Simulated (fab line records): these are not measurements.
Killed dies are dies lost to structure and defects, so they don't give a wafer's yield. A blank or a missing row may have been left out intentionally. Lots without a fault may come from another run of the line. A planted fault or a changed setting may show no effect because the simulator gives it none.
Chamber matching | flow n5-finfet | N5_BEOL_M8_ALD_77 on ald-metal-01 has 4 sister chambers
The step deposits TaN, target thk 2 nm, pulse time 2 s, purge time 3 s. 4 wafers are shown with their chamber, then 12 later ones without.

## WAFERS, EACH WITH ITS CHAMBER
wafer  | chamber | heater-power-w (W)
L085.1 | 2       | 414
L085.2 | 3       | 379
L086.5 | 1       | 425
L086.6 | 0       | 453

## WAFERS WITH NO CHAMBER GIVEN
wafer  | heater-power-w (W)
L089.1 | 410
L089.2 | 459
L089.6 | 390
L092.1 | 383
L092.2 | 425
L092.5 | 393
L094.1 | 427
L094.2 | 379
L094.4 | 416
L096.2 | 450
L096.5 | 410
L096.6 | 454

## WHICH CHAMBER EACH WENT THROUGH
wafer  | from the rows above     | in truth
L089.1 | can't be placed: 2 or 1 | 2
L089.2 | 0                       | 0
L089.6 | 3                       | 3
L092.1 | 3                       | 3
L092.2 | can't be placed: 1 or 2 | 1
L092.5 | can't be placed: 3 or 2 | 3
L094.1 | can't be placed: 1 or 2 | 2
L094.2 | 3                       | 3
L094.4 | can't be placed: 2 or 1 | 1
L096.2 | 0                       | 0
L096.5 | can't be placed: 2 or 1 | 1
L096.6 | 0                       | 0
Correct placement for 6 of the 12. Cannot be placed on the basis of these rows: 6; the candidates contain the true chamber in 6. Number placed wrongly: 0.
How it was worked out, from the rows above alone: a wafer's distance from a chamber is the root of the sum, over the readings, of the square of ((its reading less the chamber's mean) divided by the reading's scatter). If the next closest chamber is less than 2 further off than the closest, the wafer can't be placed; otherwise it belongs to the closest. Each chamber's mean is taken over the wafers shown for it. The scatter: with one shown wafer a chamber, the root of the mean of the squares of how far each hidden wafer lies from its nearest shown one.
